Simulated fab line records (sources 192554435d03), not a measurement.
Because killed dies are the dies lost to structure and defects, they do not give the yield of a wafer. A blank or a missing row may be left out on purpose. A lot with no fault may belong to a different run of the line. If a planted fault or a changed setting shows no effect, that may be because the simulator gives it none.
Matching of chambers / flow n5Finfet / rieDiel-06 running N5_BEOL_M12_DESCUM_15: 4 sister chambers
The step chemistry O2, time 7.9 s. 8 wafers are shown with their chamber, then 7 later ones without.

== WAFERS PAIRED WITH THEIR CHAMBERS ==
wafer=L079.4; chamber=0; drypumpMotorCurrentA (A)=5.7; showerheadPlenumPTorr (Torr)=2.04
wafer=L083.4; chamber=1; drypumpMotorCurrentA (A)=5.8; showerheadPlenumPTorr (Torr)=1.99
wafer=L083.6; chamber=1; drypumpMotorCurrentA (A)=5.8; showerheadPlenumPTorr (Torr)=1.99
wafer=L086.6; chamber=2; drypumpMotorCurrentA (A)=5.6; showerheadPlenumPTorr (Torr)=2.09
wafer=L084.1; chamber=2; drypumpMotorCurrentA (A)=5.5; showerheadPlenumPTorr (Torr)=2.08
wafer=L084.2; chamber=0; drypumpMotorCurrentA (A)=5.7; showerheadPlenumPTorr (Torr)=2.04
wafer=L088.4; chamber=3; drypumpMotorCurrentA (A)=4.9; showerheadPlenumPTorr (Torr)=2.04
wafer=L088.5; chamber=3; drypumpMotorCurrentA (A)=4.9; showerheadPlenumPTorr (Torr)=2.04

== WAFERS WITHOUT THEIR CHAMBER ==
wafer=L088.6; drypumpMotorCurrentA (A)=5.7; showerheadPlenumPTorr (Torr)=2.03
wafer=L092.2; drypumpMotorCurrentA (A)=5.7; showerheadPlenumPTorr (Torr)=2.03
wafer=L092.4; drypumpMotorCurrentA (A)=5.5; showerheadPlenumPTorr (Torr)=2.08
wafer=L092.6; drypumpMotorCurrentA (A)=5.7; showerheadPlenumPTorr (Torr)=2.03
wafer=L094.1; drypumpMotorCurrentA (A)=5.5; showerheadPlenumPTorr (Torr)=2.08
wafer=L094.2; drypumpMotorCurrentA (A)=4.9; showerheadPlenumPTorr (Torr)=2.04
wafer=L094.4; drypumpMotorCurrentA (A)=5.8; showerheadPlenumPTorr (Torr)=1.98

== WHICH CHAMBER EACH ONE RAN IN ==
wafer=L088.6; from the rows above=0; in truth=0
wafer=L092.2; from the rows above=0; in truth=0
wafer=L092.4; from the rows above=2; in truth=2
wafer=L092.6; from the rows above=0; in truth=0
wafer=L094.1; from the rows above=2; in truth=2
wafer=L094.2; from the rows above=3; in truth=3
wafer=L094.4; from the rows above=1; in truth=1
Correctly placed: 7 of 7. Number that these rows cannot place: 0. Placed wrongly: 0.
How it was worked out, from the rows above alone: a wafer's distance from a chamber is the root of the sum, over the readings, of the square of ((its reading less the chamber's mean) divided by the reading's scatter). The wafer belongs to the nearest chamber; if the next one is less than 2 further off, it can't be placed. For every chamber, the mean is computed from those of its wafers that are shown. The scatter is the square root of a quotient: the sum, over the shown wafers, of each reading's squared deviation from its chamber's mean, divided by wafers minus chambers.
